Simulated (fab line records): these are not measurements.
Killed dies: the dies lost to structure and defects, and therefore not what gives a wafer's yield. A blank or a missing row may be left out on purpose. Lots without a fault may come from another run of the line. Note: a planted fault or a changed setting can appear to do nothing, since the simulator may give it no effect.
Matching of chambers    flow nand_harc    NHARC_A_STAIRCASE_DEP_417 on pecvd-04 has 3 sister chambers
The step deposits Si3N4, target thk 60 nm. 20 wafers are shown with their chamber, then 10 later ones without.

== WAFERS WITH THEIR CHAMBER ==
wafer   chamber  showerhead_vpp_V (V)  heater_power_w (W)
L075.2  2        1302                  692
L075.4  1        1286                  611
L075.6  0        1238                  600
L076.4  1        1257                  676
L076.5  0        1242                  651
L076.6  2        1309                  764
L079.1  0        1215                  590
L079.3  1        1252                  691
L079.5  2        1303                  673
L080.4  2        1298                  645
L080.5  0        1233                  537
L080.6  1        1262                  698
L082.1  2        1317                  786
L082.4  1        1255                  647
L082.5  2        1317                  781
L085.2  1        1258                  650
L085.3  0        1216                  670
L085.6  0        1225                  655
L086.1  1        1257                  664
L086.3  2        1311                  801

SIGNATURES (means of the wafers above)
reading           chamber 0  chamber 1  chamber 2  scatter within a chamber
showerhead_vpp_V  1228.17    1261.00    1308.14    10.2
heater_power_w    617.17     662.43     734.57     49.6
Rule: distance of a wafer from a chamber = root of the sum over the readings of ((wafer's reading minus chamber's mean) / reading's scatter) squared. The wafer belongs to the nearest chamber; if the next one is less than 2 further off, it can't be placed. How the scatter is found: for the shown wafers, subtract from each reading the mean of its chamber, square and add these, divide the total by (wafers less chambers), then take the root.

== WAFERS WITH NO CHAMBER GIVEN ==
wafer   showerhead_vpp_V (V)  heater_power_w (W)
L086.5  1267                  526
L092.1  1203                  583
L092.2  1252                  620
L092.4  1249                  612
L093.2  1229                  681
L093.4  1244                  679
L093.6  1274                  659
L096.2  1222                  680
L096.3  1306                  769
L096.5  1298                  778

== WHICH CHAMBER EACH ONE RAN IN ==
wafer   from the rows above      in truth
L086.5  can't be placed: 1 or 0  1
L092.1  0                        0
L092.2  can't be placed: 1 or 0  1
L092.4  can't be placed: 1 or 0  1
L093.2  can't be placed: 0 or 1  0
L093.4  can't be placed: 1 or 0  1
L093.6  1                        1
L096.2  0                        0
L096.3  2                        2
L096.5  2                        2
Correct placement for 5 of the 10. Not placeable from these rows: 5 (in 5, the candidates include the true chamber). 0 placed wrongly.
